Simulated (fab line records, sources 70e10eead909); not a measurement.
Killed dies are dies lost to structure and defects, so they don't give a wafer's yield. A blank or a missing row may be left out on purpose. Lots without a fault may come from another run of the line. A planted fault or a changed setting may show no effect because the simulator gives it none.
Chamber matching | flow nand_harc | NHARC_A_STAIRCASE_TRIM_220 on rie_diel-01: 4 sister chambers
The step chemistry O2, time 211.2 s. 4 wafers are shown with their chamber, then 7 later ones without.

WAFERS WITH THEIR CHAMBER
wafer  | chamber | showerhead_plenum_p_Torr (Torr)
L083.1 | 2       | 3.49
L085.1 | 1       | 3.65
L084.1 | 3       | 3.34
L084.3 | 0       | 3.56

WAFERS WITHOUT THEIR CHAMBER
wafer  | showerhead_plenum_p_Torr (Torr)
L084.6 | 3.49
L091.4 | 3.64
L091.5 | 3.33
L091.6 | 3.48
L096.2 | 3.47
L096.5 | 3.54
L096.6 | 3.32

WHICH CHAMBER EACH WENT THROUGH
wafer  | from the rows above | in truth
L084.6 | 2                   | 2
L091.4 | 1                   | 1
L091.5 | 3                   | 3
L091.6 | 2                   | 2
L096.2 | 2                   | 2
L096.5 | 0                   | 0
L096.6 | 3                   | 3
Placed correctly: 7 of 7. Can't be placed from these rows: 0. Placed wrongly: 0.
How it was worked out, from the rows above alone: a wafer's distance from a chamber is the root of the sum, over the readings, of the square of ((its reading less the chamber's mean) divided by the reading's scatter). The wafer belongs to the nearest chamber; if the next one is less than 2 further off, it can't be placed. A chamber's mean is the mean of its shown wafers. The scatter: with one shown wafer a chamber, the root of the mean of the squares of how far each hidden wafer lies from its nearest shown one.
